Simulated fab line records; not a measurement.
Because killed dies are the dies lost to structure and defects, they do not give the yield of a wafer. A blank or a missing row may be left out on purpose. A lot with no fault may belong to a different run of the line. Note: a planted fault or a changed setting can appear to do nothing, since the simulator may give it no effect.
Chamber matching || flow n5Finfet || N5_BEOL_M10_ALD_74 on aldMetal-01: 4 sister chambers
The step deposits TaN, target thk 2 nm, pulse time 2 s, purge time 3 s. 16 wafers are shown with their chamber, then 7 later ones without.

## WAFERS WITH THEIR CHAMBER
{"wafer": "L619.1", "chamber": 2, "heaterPowerW (W)": 475, "mfcCarrierSccm (sccm)": 1495}
{"wafer": "L619.3", "chamber": 0, "heaterPowerW (W)": 430, "mfcCarrierSccm (sccm)": 1504}
{"wafer": "L619.5", "chamber": 1, "heaterPowerW (W)": 439, "mfcCarrierSccm (sccm)": 1507}
{"wafer": "L623.1", "chamber": 1, "heaterPowerW (W)": 421, "mfcCarrierSccm (sccm)": 1501}
{"wafer": "L623.2", "chamber": 2, "heaterPowerW (W)": 482, "mfcCarrierSccm (sccm)": 1488}
{"wafer": "L623.5", "chamber": 0, "heaterPowerW (W)": 433, "mfcCarrierSccm (sccm)": 1498}
{"wafer": "L622.1", "chamber": 3, "heaterPowerW (W)": 400, "mfcCarrierSccm (sccm)": 1507}
{"wafer": "L622.2", "chamber": 2, "heaterPowerW (W)": 465, "mfcCarrierSccm (sccm)": 1498}
{"wafer": "L622.4", "chamber": 0, "heaterPowerW (W)": 439, "mfcCarrierSccm (sccm)": 1507}
{"wafer": "L628.2", "chamber": 2, "heaterPowerW (W)": 470, "mfcCarrierSccm (sccm)": 1503}
{"wafer": "L628.5", "chamber": 2, "heaterPowerW (W)": 474, "mfcCarrierSccm (sccm)": 1503}
{"wafer": "L628.6", "chamber": 3, "heaterPowerW (W)": 394, "mfcCarrierSccm (sccm)": 1491}
{"wafer": "L627.1", "chamber": 1, "heaterPowerW (W)": 433, "mfcCarrierSccm (sccm)": 1497}
{"wafer": "L627.2", "chamber": 3, "heaterPowerW (W)": 386, "mfcCarrierSccm (sccm)": 1502}
{"wafer": "L636.1", "chamber": 1, "heaterPowerW (W)": 429, "mfcCarrierSccm (sccm)": 1506}
{"wafer": "L636.2", "chamber": 3, "heaterPowerW (W)": 386, "mfcCarrierSccm (sccm)": 1504}

SIGNATURES (means of the wafers above)
{"reading": "heaterPowerW", "chamber 0": 434.00, "chamber 1": 430.50, "chamber 2": 473.20, "chamber 3": 391.50, "scatter within a chamber": 6.52}
{"reading": "mfcCarrierSccm", "chamber 0": 1503.00, "chamber 1": 1502.75, "chamber 2": 1497.40, "chamber 3": 1501.00, "scatter within a chamber": 5.84}
Rule: a wafer lies at a distance from a chamber equal to the root of the sum of squares, over the readings, of (its reading less the chamber's mean, divided by the reading's scatter). If the next closest chamber is less than 2 further off than the closest, the wafer can't be placed; otherwise it belongs to the closest. The scatter is the square root of a quotient: the sum, over the shown wafers, of each reading's squared deviation from its chamber's mean, divided by wafers minus chambers.

## WAFERS WITHOUT THEIR CHAMBER
{"wafer": "L636.5", "heaterPowerW (W)": 467, "mfcCarrierSccm (sccm)": 1495}
{"wafer": "L639.1", "heaterPowerW (W)": 469, "mfcCarrierSccm (sccm)": 1497}
{"wafer": "L639.4", "heaterPowerW (W)": 393, "mfcCarrierSccm (sccm)": 1501}
{"wafer": "L639.5", "heaterPowerW (W)": 440, "mfcCarrierSccm (sccm)": 1501}
{"wafer": "L640.1", "heaterPowerW (W)": 468, "mfcCarrierSccm (sccm)": 1495}
{"wafer": "L640.2", "heaterPowerW (W)": 431, "mfcCarrierSccm (sccm)": 1494}
{"wafer": "L640.6", "heaterPowerW (W)": 439, "mfcCarrierSccm (sccm)": 1503}

## THE CHAMBER EACH PASSED THROUGH
{"wafer": "L636.5", "from the rows above": 2, "in truth": 2}
{"wafer": "L639.1", "from the rows above": 2, "in truth": 2}
{"wafer": "L639.4", "from the rows above": 3, "in truth": 3}
{"wafer": "L639.5", "from the rows above": "can't be placed: 0 or 1", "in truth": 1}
{"wafer": "L640.1", "from the rows above": 2, "in truth": 2}
{"wafer": "L640.2", "from the rows above": "can't be placed: 1 or 0", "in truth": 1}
{"wafer": "L640.6", "from the rows above": "can't be placed: 0 or 1", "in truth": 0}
Correctly placed: 4 of 7. These rows do not allow placing 3 (true chamber among the candidates in 3). 0 placed wrongly.
